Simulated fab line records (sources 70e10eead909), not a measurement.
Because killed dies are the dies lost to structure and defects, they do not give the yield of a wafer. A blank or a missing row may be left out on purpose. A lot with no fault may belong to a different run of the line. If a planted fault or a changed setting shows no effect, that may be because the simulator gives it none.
The tool behind it: which one? :: flow nand harc :: Sampling: 11 lots, 33 wafers, 6 of 1159 route steps

WHAT THE GAUGES READ, wafer by wafer
NHARC_A_M1_CD_MEAS_09: target cd 120 nm. Usual: cd nm 120.0 nm, standard deviation 0.61.
lot: L218
measured: day 18 05:46
on: cd sem-01
cd nm (nm): 120.7 119.1 119.8
flag: 

lot: L219
measured: day 18 08:02
on: cd sem-03
cd nm (nm): 120.7 120.9 120.3
flag: 

lot: L221
measured: day 18 12:46
on: cd sem-01
cd nm (nm): 119.8 120.3 119.6
flag: 

lot: L225
measured: day 20 10:16
on: cd sem-03
cd nm (nm): 119.8 119.8 119.3
flag: 

lot: L228
measured: day 20 14:24
on: cd sem-03
cd nm (nm): 119.3 117.3 119.0
flag: 

lot: L233
measured: day 21 23:54
on: cd sem-03
cd nm (nm): 119.4 119.8 120.0
flag: 

lot: L234
measured: day 22 02:32
on: cd sem-02
cd nm (nm): 119.8 120.8 119.7
flag: 

lot: L236
measured: day 22 10:52
on: cd sem-02
cd nm (nm): 119.8 120.8 120.6
flag: 

lot: L238
measured: day 23 00:20
on: cd sem-01
cd nm (nm): 120.9 120.5 121.2
flag: 

lot: L239
measured: day 23 04:34
on: cd sem-02
cd nm (nm): 120.2 119.7 120.0
flag: 

lot: L237
measured: day 23 07:28
on: cd sem-01
cd nm (nm): 119.8 119.8 119.6
flag: 

NHARC_END_SORT_01. Usual: defect limited yield 95.1 %, standard deviation 1.8; killed at array 29, standard deviation 11; killed at other 0.5, standard deviation 0.8; killed at periphery 3.5, standard deviation 2.8; killed dies 33, standard deviation 12; killed open 3.1, standard deviation 1.8; killed short 1.8, standard deviation 1.4; sort_bin_2_pct 1.5 %, standard deviation 0.65; sort_bin_3_pct 0.24 %, standard deviation 0.21; sort_bin_4_pct 3.1 %, standard deviation 1.2; sort n pass 644, standard deviation 12; sort rim yield pct 97.5 %, standard deviation 1.9; sort yield pct 95.1 %, standard deviation 1.8.
lot: L228
measured: day 22 06:08
on: prober-01
defect limited yield (%): 96.9
killed at array: 14
killed at other: 1
killed at periphery: 6
killed dies: 21
killed open: 8
killed short: 2
sort_bin_2_pct (%): 1.0
sort_bin_3_pct (%): 0.15
sort_bin_4_pct (%): 1.9
sort n pass: 656
sort rim yield pct (%): 100.0
sort yield pct (%): 96.9
flag: 

WHICH TOOL RAN EACH LOT (tool, then ch and the chambers of the sampled wafers, then the start)
lot: L218
NHARC_A_M0_PVD_20: pvd sputter-03, day 18 05:41 or earlier
NHARC_A_M0_PVD_21: pvd sputter-03, day 18 05:41 or earlier
NHARC_A_M1_PEB_07: litho track-01 ch 0, day 18 05:41
NHARC_A_M1_ETCH_28: rie diel-04 ch 0,1,3, no start

lot: L219
NHARC_A_M0_PVD_20: pvd sputter-02, day 18 07:58 or earlier
NHARC_A_M0_PVD_21: pvd sputter-02, day 18 07:58 or earlier
NHARC_A_M1_PEB_07: litho track-04 ch 0, day 18 07:58
NHARC_A_M1_ETCH_28: rie diel-07 ch 0,3, no start

lot: L221
NHARC_A_M0_PVD_20: pvd sputter-03, day 18 12:41 or earlier
NHARC_A_M0_PVD_21: pvd sputter-03, day 18 12:41 or earlier
NHARC_A_M1_PEB_07: litho track-01 ch 0, day 18 12:41
NHARC_A_M1_ETCH_28: rie diel-07 ch 0,2,3, no start

lot: L225
NHARC_A_M0_PVD_20: pvd sputter-01, day 20 10:11 or earlier
NHARC_A_M0_PVD_21: pvd sputter-01, day 20 10:11 or earlier
NHARC_A_M1_PEB_07: litho track-01 ch 0, day 20 10:11
NHARC_A_M1_ETCH_28: rie diel-07 ch 1,2,3, no start

lot: L228
NHARC_A_M0_PVD_20: pvd sputter-02, day 20 14:19 or earlier
NHARC_A_M0_PVD_21: pvd sputter-02, day 20 14:19 or earlier
NHARC_A_M1_PEB_07: litho track-01 ch 0, day 20 14:19
NHARC_A_M1_ETCH_28: rie diel-08 ch 1,2,3, day 22 06:08 or earlier

lot: L233
NHARC_A_M0_PVD_20: pvd sputter-03, day 21 23:49 or earlier
NHARC_A_M0_PVD_21: pvd sputter-03, day 21 23:49 or earlier
NHARC_A_M1_PEB_07: litho track-04 ch 0, day 21 23:49
NHARC_A_M1_ETCH_28: rie diel-04 ch 1,2,3, no start

lot: L234
NHARC_A_M0_PVD_20: pvd sputter-03, day 22 02:27 or earlier
NHARC_A_M0_PVD_21: pvd sputter-03, day 22 02:27 or earlier
NHARC_A_M1_PEB_07: litho track-04 ch 0, day 22 02:27
NHARC_A_M1_ETCH_28: rie diel-08 ch 1,2, no start

lot: L236
NHARC_A_M0_PVD_20: pvd sputter-03, day 22 10:47 or earlier
NHARC_A_M0_PVD_21: pvd sputter-03, day 22 10:47 or earlier
NHARC_A_M1_PEB_07: litho track-06 ch 0, day 22 10:47
NHARC_A_M1_ETCH_28: rie diel-07 ch 1,2,3, no start

lot: L238
NHARC_A_M0_PVD_20: pvd sputter-02, day 23 00:15 or earlier
NHARC_A_M0_PVD_21: pvd sputter-02, day 23 00:15 or earlier
NHARC_A_M1_PEB_07: litho track-04 ch 0, day 23 00:15
NHARC_A_M1_ETCH_28: rie diel-07 ch 1,2,3, no start

lot: L239
NHARC_A_M0_PVD_20: pvd sputter-03, day 23 04:29 or earlier
NHARC_A_M0_PVD_21: pvd sputter-03, day 23 04:29 or earlier
NHARC_A_M1_PEB_07: litho track-06 ch 0, day 23 04:29
NHARC_A_M1_ETCH_28: rie diel-07 ch 0,1,3, no start

lot: L237
NHARC_A_M0_PVD_20: pvd sputter-02, day 23 07:22 or earlier
NHARC_A_M0_PVD_21: pvd sputter-02, day 23 07:22 or earlier
NHARC_A_M1_PEB_07: litho track-06 ch 0, day 23 07:22
NHARC_A_M1_ETCH_28: rie diel-04 ch 0,1,2, no start
- NHARC_A_M0_PVD_20: deposits TaN, target thk 5 nm, time 8.06 s.
- NHARC_A_M0_PVD_21: deposits Cu, target thk 30 nm, time 20.49 s.
- NHARC_A_M1_PEB_07: peb time 65 s.
- NHARC_A_M1_ETCH_28: etches the open film in CF4/N2, target depth 30 nm, time 72.99 s.

AS READ BY THE TOOLS THEMSELVES (means over the sampled wafers that have a number; for cases with no such wafer, the mark the record gives instead)
NHARC_A_M0_PVD_20. Usual: cathode dc power W 15000 W, standard deviation 2.8; throttle valve pct 30.0 %, standard deviation 0.8.
lot: L218
tool: pvd sputter-03
cathode dc power W (W): 15001
throttle valve pct (%): 29.9
flag: 

lot: L219
tool: pvd sputter-02
cathode dc power W (W): 15003
throttle valve pct (%): 30.2
flag: 

lot: L221
tool: pvd sputter-03
cathode dc power W (W): 14999
throttle valve pct (%): 29.4
flag: 

lot: L225
tool: pvd sputter-01
cathode dc power W (W): 15000
throttle valve pct (%): 29.8
flag: 

lot: L228
tool: pvd sputter-02
cathode dc power W (W): 15000
throttle valve pct (%): 30.8
flag: 

lot: L233
tool: pvd sputter-03
cathode dc power W (W): 14999
throttle valve pct (%): 30.0
flag: 

lot: L234
tool: pvd sputter-03
cathode dc power W (W): 15003
throttle valve pct (%): 29.7
flag: 

lot: L236
tool: pvd sputter-03
cathode dc power W (W): 14996
throttle valve pct (%): 29.6
flag: 

lot: L238
tool: pvd sputter-02
cathode dc power W (W): 14999
throttle valve pct (%): 30.7
flag: 

lot: L239
tool: pvd sputter-03
cathode dc power W (W): 14997
throttle valve pct (%): 29.7
flag: 

lot: L237
tool: pvd sputter-02
cathode dc power W (W): 14999
throttle valve pct (%): 30.5
flag: 

NHARC_A_M0_PVD_21. Usual: cathode dc power W 5000.1 W, standard deviation 0.92; throttle valve pct 30.0 %, standard deviation 0.79.
lot: L218
tool: pvd sputter-03
cathode dc power W (W): 4999.0
throttle valve pct (%): 29.2
flag: 

lot: L219
tool: pvd sputter-02
cathode dc power W (W): 4999.5
throttle valve pct (%): 30.2
flag: 

lot: L221
tool: pvd sputter-03
cathode dc power W (W): 5000.0
throttle valve pct (%): 29.5
flag: 

lot: L225
tool: pvd sputter-01
cathode dc power W (W): 4999.9
throttle valve pct (%): 30.1
flag: 

lot: L228
tool: pvd sputter-02
cathode dc power W (W): 5000.9
throttle valve pct (%): 30.6
flag: 

lot: L233
tool: pvd sputter-03
cathode dc power W (W): 4999.2
throttle valve pct (%): 29.7
flag: 

lot: L234
tool: pvd sputter-03
cathode dc power W (W): 4999.6
throttle valve pct (%): 30.4
flag: 

lot: L236
tool: pvd sputter-03
cathode dc power W (W): 5000.3
throttle valve pct (%): 29.7
flag: 

lot: L238
tool: pvd sputter-02
cathode dc power W (W): 5000.1
throttle valve pct (%): 30.3
flag: 

lot: L239
tool: pvd sputter-03
cathode dc power W (W): 5000.9
throttle valve pct (%): 30.4
flag: 

lot: L237
tool: pvd sputter-02
cathode dc power W (W): 5000.2
throttle valve pct (%): 30.4
flag: 

NHARC_A_M1_PEB_07. Usual: heater power total W 156.5 W, standard deviation 0.42.
lot: L218
tool: litho track-01
heater power total W (W): 156.4
flag: 

lot: L219
tool: litho track-04
heater power total W (W): 157.0
flag: 

lot: L221
tool: litho track-01
heater power total W (W): 156.9
flag: 

lot: L225
tool: litho track-01
heater power total W (W): 156.6
flag: 

lot: L228
tool: litho track-01
heater power total W (W): 158.5
flag: OFF

lot: L233
tool: litho track-04
heater power total W (W): 156.6
flag: 

lot: L234
tool: litho track-04
heater power total W (W): 156.6
flag: 

lot: L236
tool: litho track-06
heater power total W (W): 156.9
flag: 

lot: L238
tool: litho track-04
heater power total W (W): 156.1
flag: 

lot: L239
tool: litho track-06
heater power total W (W): 156.5
flag: 

lot: L237
tool: litho track-06
heater power total W (W): 156.8
flag: 

NHARC_A_M1_ETCH_28. Usual: drypump motor current A 5.7 A, standard deviation 0.44; oes product au 0.996 a.u., standard deviation 0.0082; rf fwd power W 297.6 W, standard deviation 1.1; rf vpp V 315.2 V, standard deviation 1.4; showerhead plenum p Torr 2.69 Torr, standard deviation 0.071; throttle valve pct 19.795 %, standard deviation 0.009.
lot: L218
tool: rie diel-04
drypump motor current A (A): 5.9
oes product au (a.u.): 0.995
rf fwd power W (W): 299.0
rf vpp V (V): 314.8
showerhead plenum p Torr (Torr): 2.64
throttle valve pct (%): 19.792
flag: 

lot: L219
tool: rie diel-07
drypump motor current A (A): 6.0
oes product au (a.u.): 1.000
rf fwd power W (W): 297.5
rf vpp V (V): 314.3
showerhead plenum p Torr (Torr): 2.63
throttle valve pct (%): 19.791
flag: 

lot: L221
tool: rie diel-07
drypump motor current A (A): 5.8
oes product au (a.u.): 0.996
rf fwd power W (W): 297.2
rf vpp V (V): 314.9
showerhead plenum p Torr (Torr): 2.65
throttle valve pct (%): 19.797
flag: 

lot: L225
tool: rie diel-07
drypump motor current A (A): 5.7
oes product au (a.u.): 0.998
rf fwd power W (W): 296.7
rf vpp V (V): 315.7
showerhead plenum p Torr (Torr): 2.70
throttle valve pct (%): 19.787
flag: 

lot: L228
tool: rie diel-08
drypump motor current A (A): 5.8
oes product au (a.u.): 0.997
rf fwd power W (W): 297.8
rf vpp V (V): 316.4
showerhead plenum p Torr (Torr): 2.70
throttle valve pct (%): 19.795
flag: 

lot: L233
tool: rie diel-04
drypump motor current A (A): 5.5
oes product au (a.u.): 0.991
rf fwd power W (W): 297.5
rf vpp V (V): 314.9
showerhead plenum p Torr (Torr): 2.70
throttle valve pct (%): 19.800
flag: 

lot: L234
tool: rie diel-08
drypump motor current A (A): 5.5
oes product au (a.u.): 0.995
rf fwd power W (W): 298.7
rf vpp V (V): 315.4
showerhead plenum p Torr (Torr): 2.71
throttle valve pct (%): 19.803
flag: 

lot: L236
tool: rie diel-07
drypump motor current A (A): 5.7
oes product au (a.u.): 0.999
rf fwd power W (W): 298.2
rf vpp V (V): 315.6
showerhead plenum p Torr (Torr): 2.70
throttle valve pct (%): 19.800
flag: 

lot: L238
tool: rie diel-07
drypump motor current A (A): 5.7
oes product au (a.u.): 0.984
rf fwd power W (W): 297.4
rf vpp V (V): 316.2
showerhead plenum p Torr (Torr): 2.70
throttle valve pct (%): 19.788
flag: 

lot: L239
tool: rie diel-07
drypump motor current A (A): 5.6
oes product au (a.u.): 1.003
rf fwd power W (W): 298.6
rf vpp V (V): 315.0
showerhead plenum p Torr (Torr): 2.69
throttle valve pct (%): 19.796
flag: 

lot: L237
tool: rie diel-04
drypump motor current A (A): 5.8
oes product au (a.u.): 0.990
rf fwd power W (W): 297.8
rf vpp V (V): 314.4
showerhead plenum p Torr (Torr): 2.64
throttle valve pct (%): 19.801
flag: 

THE ANSWER, worked out from the rows above alone
Rule: lot off if the mean of its wafers having a number is beyond 3 standard deviations from the usual mean. A lot without any number at a reading at which 4 lots or more have one is off too. All remaining lots with rows at the step are treated as sound. First the gauges in route order, then the tools' own readings, where a lot's mean is used as printed above. At the first step where some lot is off, the reading lying furthest off is the one used; lots without a number count as furthest.
Off: L228 (NHARC_A_M1_PEB_07, heater power total W).
A tool fits if, at that step or a process step before it, it ran every lot that is off, and no sound lot after the first of them. NHARC_A_M0_PVD_20 gives no start for some lots, so the hours and the order of its lots are those of NHARC_A_M1_PEB_07. NHARC_A_M0_PVD_21 gives no start for some lots, so the hours and the order of its lots are those of NHARC_A_M1_PEB_07. One candidate fits, namely litho track-01 at NHARC_A_M1_PEB_07. Its last sound lot is L225 (day 20 10:11), its first lot that is off L228 (day 20 14:19): a fault that began between those two fits.
The tool's own readings at NHARC_A_M1_PEB_07 bear it out: on the lots that are off they differ by more than 5 times the standard deviation of the sound lots' means. heater power total W reads 158.5 W there against 156.6 W on the sound lots.

WHAT HAD BEEN PUT IN BY THE SIMULATOR
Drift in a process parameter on litho track-01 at NHARC_A_M1_PEB_07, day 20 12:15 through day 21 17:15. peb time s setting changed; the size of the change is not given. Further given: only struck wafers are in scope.
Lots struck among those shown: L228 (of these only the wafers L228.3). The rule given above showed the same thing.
